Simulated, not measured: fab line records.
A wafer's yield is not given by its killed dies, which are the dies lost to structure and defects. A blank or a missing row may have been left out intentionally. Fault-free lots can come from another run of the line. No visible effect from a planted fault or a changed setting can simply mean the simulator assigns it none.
A struck lot beside a sound one / flow nand_harc / 14 steps out of a route of 1159
Sound: these wafers, L802.4, L802.5, L802.6. Wafers L816.1, L816.2, L816.4 were the ones struck. The cause comes at the end.
Per side, at each step with rows, come the tool, then ch with its chambers, and then its first start. Under that, the readings that differ: sound wafers / struck wafers / difference of the means / sigmas: that difference in standard deviations of wafers without a fault.
alike: readings with means less than 2 such deviations apart, plus words and numbers identical on both sides. not compared: withheld readings, readings lacking a value on some wafer, bounds such as >300 that could conceal the same value, and numbers that have no deviation in the record and whose values overlap.
A row with sigmas, a row that says differs or no value, or rows on one side alone: a step with any of these is where the two part. Numbers that have no deviation but don't overlap get no sigmas and don't part them. A reading missing from all wafers of one side parts the sides only when that side holds two or more wafers.

first, 1 step without rows for these wafers: NHARC_A_CONTACT_STRIP_27 (strips in post etch residue remover, time 600 s).
NHARC_A_CONTACT_ALD_18: deposits TiN, target thk 3 nm, pulse time 1 s, ald cycles 150.
  sound on ald_metal-03 ch 0,1,2, day 17 01:08; struck on ald_metal-03 ch 0,1,3, day 21 00:58
  alike: heater_power_w, precursor_pulse_height_rel
NHARC_A_CONTACT_CVD_19: deposits W, target thk 300 nm, time 802 s.
  sound: cvd_w-02 ch 0,1; struck: cvd_w-02 ch 0,1
  alike: heater_power_w, mfc_h2_sccm, throttle_valve_pct
NHARC_A_CONTACT_CMP_20: polishes, t overpolish 30 s, target thk 300 nm.
  sound on cmp-03 ch 0,1, day 17 06:01; struck on cmp-04 ch 0,1,3, day 21 04:32
  alike: motor_current_A, overpolish_run_s, time_to_endpoint_s
after that, 1 step had no rows for these wafers: NHARC_A_CONTACT_SRD_22.
NHARC_A_CONTACT_INSPECT_23:
  sound on defect_inspect-01 at day 17 06:25; struck on defect_inspect-02 at day 21 04:56
  alike: raw_defect_count
then, 5 steps without rows for these wafers: NHARC_A_BLC_DEHYDRATE_00 (time 120 s); NHARC_A_BLC_HMDS_01 (time 30 s); NHARC_A_BLC_COAT_02 (time 75 s); NHARC_A_BLC_COAT_03 (time 65 s); NHARC_A_BLC_COAT_04 (resist thk 90 nm).
NHARC_A_BLC_SOFTBAKE_05: time 55 s.
  sound on litho_track-04 ch 0, day 17 06:00; struck on litho_track-04 ch 0, day 21 05:00
reading=heater_power_total_W (W); sound=188.48 188.50 188.48; struck=202.28 202.20 202.32; difference=+13.78; sigmas=+99 or more
  alike: resist_line_temp_C
after that, 1 step had no rows for these wafers: NHARC_A_BLC_EBR_06.
-- jump in the record: it breaks off in module A_BLC and resumes in module END (first step shown: number 1159 of the route), and 2 days separate the struck wafers' starts before and after --
NHARC_END_SORT_01:
  the record has rows for the struck wafers here (prober-02 ch 0, day 23 06:14) and none for the sound ones

WHERE THEY PART
Earliest at NHARC_A_BLC_SOFTBAKE_05; latest, in this record, at NHARC_END_SORT_01.

WHY: whatever the simulator had introduced
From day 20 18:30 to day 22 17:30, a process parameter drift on litho_track-04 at NHARC_A_BLC_SOFTBAKE_05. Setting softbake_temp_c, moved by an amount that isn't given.
